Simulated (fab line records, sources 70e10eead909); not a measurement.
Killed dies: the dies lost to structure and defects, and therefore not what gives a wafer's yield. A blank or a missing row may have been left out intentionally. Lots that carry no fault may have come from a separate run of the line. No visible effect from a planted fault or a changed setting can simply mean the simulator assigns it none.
Chamber matching -- flow nand harc -- cmp-04 running NHARC_P_M1_CMP_23: 4 sister chambers
The step polishes, t overpolish 20 s, target thk 157.82 nm. 18 wafers are shown with their chamber, then 9 later ones without.

== WAFERS, EACH WITH ITS CHAMBER ==
wafer,chamber,motor current A (A),slurry filter dp kPa (kPa),time to endpoint s (s)
L075.2,1,12.6,13.53,25.3
L075.5,3,12.0,13.44,25.9
L075.6,2,11.8,13.49,25.3
L077.2,2,12.0,13.54,26.5
L077.5,0,10.6,13.58,28.2
L077.6,1,12.8,13.45,25.7
L081.1,1,12.2,13.31,28.2
L081.3,0,10.6,13.51,32.7
L081.6,2,11.9,13.65,28.5
L089.1,3,11.7,13.24,29.9
L089.2,2,12.2,13.41,33.3
L089.5,3,12.0,13.57,30.8
L088.1,2,12.5,13.58,27.8
L088.2,1,13.4,13.35,27.9
L088.3,0,11.4,13.67,30.6
L090.2,3,12.0,13.45,26.7
L090.5,1,12.1,13.41,29.1
L090.6,2,12.1,13.41,27.8

SIGNATURES, as means of the wafers listed above
reading,chamber 0,chamber 1,chamber 2,chamber 3,scatter within a chamber
motor current A,10.867,12.620,12.083,11.925,0.367
slurry filter dp kPa,13.5867,13.4100,13.5133,13.4250,0.102
time to endpoint s,30.500,27.240,28.200,28.325,2.33
Rule: a wafer lies at a distance from a chamber equal to the root of the sum of squares, over the readings, of (its reading less the chamber's mean, divided by the reading's scatter). The wafer belongs to the nearest chamber; if the next one is less than 2 further off, it can't be placed. How the scatter is found: for the shown wafers, subtract from each reading the mean of its chamber, square and add these, divide the total by (wafers less chambers), then take the root.

== WAFERS WITHOUT THEIR CHAMBER ==
wafer,motor current A (A),slurry filter dp kPa (kPa),time to endpoint s (s)
L095.1,11.2,13.75,32.7
L095.4,12.3,13.48,32.4
L095.5,11.8,13.45,31.1
L097.3,12.7,13.36,27.9
L097.4,12.2,13.44,28.1
L097.6,10.2,13.55,31.3
L096.2,11.7,13.61,27.5
L096.3,12.2,13.53,28.0
L096.6,11.9,13.46,26.3

== CHAMBER TAKEN BY EACH ==
wafer,from the rows above,in truth
L095.1,can't be placed: 0 or 2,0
L095.4,can't be placed: 2 or 3 or 1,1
L095.5,can't be placed: 3 or 2 or 1 or 0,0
L097.3,can't be placed: 1 or 3 or 2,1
L097.4,can't be placed: 3 or 2 or 1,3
L097.6,0,0
L096.2,can't be placed: 2 or 3 or 0 or 1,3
L096.3,can't be placed: 2 or 3 or 1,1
L096.6,can't be placed: 3 or 2 or 1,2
1 of 9 placed correctly. These rows do not allow placing 8 (true chamber among the candidates in 8). Number placed wrongly: 0.
